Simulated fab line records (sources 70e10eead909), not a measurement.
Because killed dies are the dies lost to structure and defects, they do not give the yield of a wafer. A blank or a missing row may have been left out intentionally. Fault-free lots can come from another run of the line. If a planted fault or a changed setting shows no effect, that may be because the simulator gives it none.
Shared-tool check :: flow nandHarc :: Sample size 3 lots and 9 wafers

## THE REASON FOR OPENING IT
At NHARC_END_SORT_01 the reading killedAtArray is flagged on 3 of 3 lots. Fault-free wafers read 49, with a standard deviation of 18.
Rule: a lot is flagged in two cases, either no wafer of it has a number, or all its wafers with numbers fall more than 4 standard deviations from that mean. The other lots count as sound.

lot: L146
measured: day 24 08:58
on: prober-01
killedAtArray, wafer by wafer: 673 674 672
flag: FLAGGED

lot: L150
measured: day 25 14:19
on: prober-02
killedAtArray, wafer by wafer: 675 672 675
flag: FLAGGED

lot: L153
measured: day 27 09:05
on: prober-02
killedAtArray, wafer by wafer: 674 671 671
flag: FLAGGED
On average the flagged lots' numbers are 673, which is +624 against the usual, or +35 standard deviations.

## TOOL THAT RAN EACH LOT
Before the reading, the record contains 4 process steps out of a 1302-step route. Read each cell as the tool, then ch plus the chambers that the sampled wafers visited, then the start.
lot: L146
flag: FLAGGED
NHARC_A_STAIRCASE_ETCHBACK_416: rieDiel-03 ch 0,1, day 17 02:29 or earlier
NHARC_A_STAIRCASE_STRIP_476: rieDiel-03 ch 1,3, day 17 02:29
NHARC_A_STAIRCASE_CVD_552: lpcvd-01 ch 0, day 17 09:49
NHARC_A_STAIRCASE_DEP_151: pecvd-04 ch 0,1,2, day 17 20:43

lot: L150
flag: FLAGGED
NHARC_A_STAIRCASE_ETCHBACK_416: rieDiel-03 ch 2,3, day 18 11:11 or earlier
NHARC_A_STAIRCASE_STRIP_476: rieDiel-03 ch 0,2, day 18 11:11
NHARC_A_STAIRCASE_CVD_552: lpcvd-01 ch 0, day 18 18:11
NHARC_A_STAIRCASE_DEP_151: pecvd-03 ch 0,1,2, day 19 01:56

lot: L153
flag: FLAGGED
NHARC_A_STAIRCASE_ETCHBACK_416: rieDiel-03 ch 0,2,3, day 19 23:53 or earlier
NHARC_A_STAIRCASE_STRIP_476: rieDiel-03 ch 2,3, day 19 23:53
NHARC_A_STAIRCASE_CVD_552: lpcvd-01 ch 1, day 20 08:11
NHARC_A_STAIRCASE_DEP_151: pecvd-04 ch 0,1,2, day 20 16:20
What the steps here do:
- NHARC_A_STAIRCASE_ETCHBACK_416: etches the open film in C4F8/O2/Ar, target depth 36 nm, time 7.2 s.
- NHARC_A_STAIRCASE_STRIP_476: strips in O2, time 20 s.
- NHARC_A_STAIRCASE_CVD_552: deposits SiNx, target thk 40 nm.
- NHARC_A_STAIRCASE_DEP_151: deposits SiO2, target thk 7200 nm.
- NHARC_END_SORT_01

## FLAGGED OVER TOTAL, TOOL BY TOOL (the gauges that took the reading come last)
step: NHARC_A_STAIRCASE_ETCHBACK_416
tool: rieDiel-03
lots run: 3
flagged: 3
share of the flagged lots: all
sound lots run after its first flagged lot: 0

step: NHARC_A_STAIRCASE_STRIP_476
tool: rieDiel-03
lots run: 3
flagged: 3
share of the flagged lots: all
sound lots run after its first flagged lot: 0

step: NHARC_A_STAIRCASE_CVD_552
tool: lpcvd-01
lots run: 3
flagged: 3
share of the flagged lots: all
sound lots run after its first flagged lot: 0

step: NHARC_A_STAIRCASE_DEP_151
tool: pecvd-03
lots run: 1
flagged: 1
share of the flagged lots: some
sound lots run after its first flagged lot: 0

step: NHARC_A_STAIRCASE_DEP_151
tool: pecvd-04
lots run: 2
flagged: 2
share of the flagged lots: some
sound lots run after its first flagged lot: 0

step: NHARC_END_SORT_01
tool: prober-01
lots run: 1
flagged: 1
share of the flagged lots: some
sound lots run after its first flagged lot: 0

step: NHARC_END_SORT_01
tool: prober-02
lots run: 2
flagged: 2
share of the flagged lots: some
sound lots run after its first flagged lot: 0
NHARC_A_STAIRCASE_ETCHBACK_416: start missing for some lots; hours and lot order therefore follow NHARC_A_STAIRCASE_STRIP_476.

## WHAT THE TABLE PERMITS
All flagged lots were run by 3 table rows, namely rieDiel-03 at NHARC_A_STAIRCASE_ETCHBACK_416, rieDiel-03 at NHARC_A_STAIRCASE_STRIP_476, lpcvd-01 at NHARC_A_STAIRCASE_CVD_552.
- rieDiel-03 at NHARC_A_STAIRCASE_ETCHBACK_416: 3 of its 3 lots flagged. It ran no sound lot before its first flagged lot in this sample, so the start can't be narrowed down.
- rieDiel-03 at NHARC_A_STAIRCASE_STRIP_476: 3 of its 3 lots flagged. It ran no sound lot before its first flagged lot in this sample, so the start can't be narrowed down.
- lpcvd-01 at NHARC_A_STAIRCASE_CVD_552: 3 of its 3 lots flagged. It ran no sound lot before its first flagged lot in this sample, so the start can't be narrowed down.
Counting lots can't tell these 2 tools apart, because each fits a fault that began at some hour. More lots, or a look at what each step does to the wafer, might.

## WHAT THE SIMULATOR HAD PUT IN
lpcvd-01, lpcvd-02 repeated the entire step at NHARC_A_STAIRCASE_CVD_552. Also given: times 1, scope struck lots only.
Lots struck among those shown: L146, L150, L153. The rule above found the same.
